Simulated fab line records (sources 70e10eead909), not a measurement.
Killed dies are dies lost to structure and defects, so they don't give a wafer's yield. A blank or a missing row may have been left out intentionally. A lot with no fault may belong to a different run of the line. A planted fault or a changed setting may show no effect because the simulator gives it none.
Matching of chambers	flow nand harc	NHARC_P_CONTACT_ETCH_35 on rie diel-05: 4 sister chambers
The step etches the open film in CF4, target depth 39 nm, time 65 s. 8 wafers are shown with their chamber, then 7 later ones without.

## WAFERS, EACH WITH ITS CHAMBER
wafer	chamber	showerhead plenum p Torr (Torr)	drypump motor current A (A)
L075.4	3	1.80	6.4
L075.6	3	1.80	6.4
L079.1	1	1.85	5.9
L082.1	0	1.81	5.9
L082.3	1	1.85	5.9
L082.6	2	1.76	5.4
L092.2	2	1.75	5.4
L092.3	0	1.81	6.0

## WAFERS MISSING THEIR CHAMBER
wafer	showerhead plenum p Torr (Torr)	drypump motor current A (A)
L092.4	1.85	5.9
L096.1	1.75	5.4
L096.3	1.85	5.9
L096.6	1.85	5.9
L097.1	1.85	5.9
L097.2	1.75	5.4
L097.3	1.81	5.9

## EACH ONE'S CHAMBER
wafer	from the rows above	in truth
L092.4	1	1
L096.1	2	2
L096.3	1	1
L096.6	1	1
L097.1	1	1
L097.2	2	2
L097.3	0	0
7 of 7 placed correctly. From these rows, 0 cannot be placed. Wrongly placed: 0.
How it was worked out, from the rows above alone: a wafer's distance from a chamber is the root of the sum, over the readings, of the square of ((its reading less the chamber's mean) divided by the reading's scatter). If the next closest chamber is less than 2 further off than the closest, the wafer can't be placed; otherwise it belongs to the closest. For every chamber, the mean is computed from those of its wafers that are shown. The scatter: the root of (the sum of the squares of (reading less its chamber's mean) over the shown wafers, divided by (wafers less chambers)).
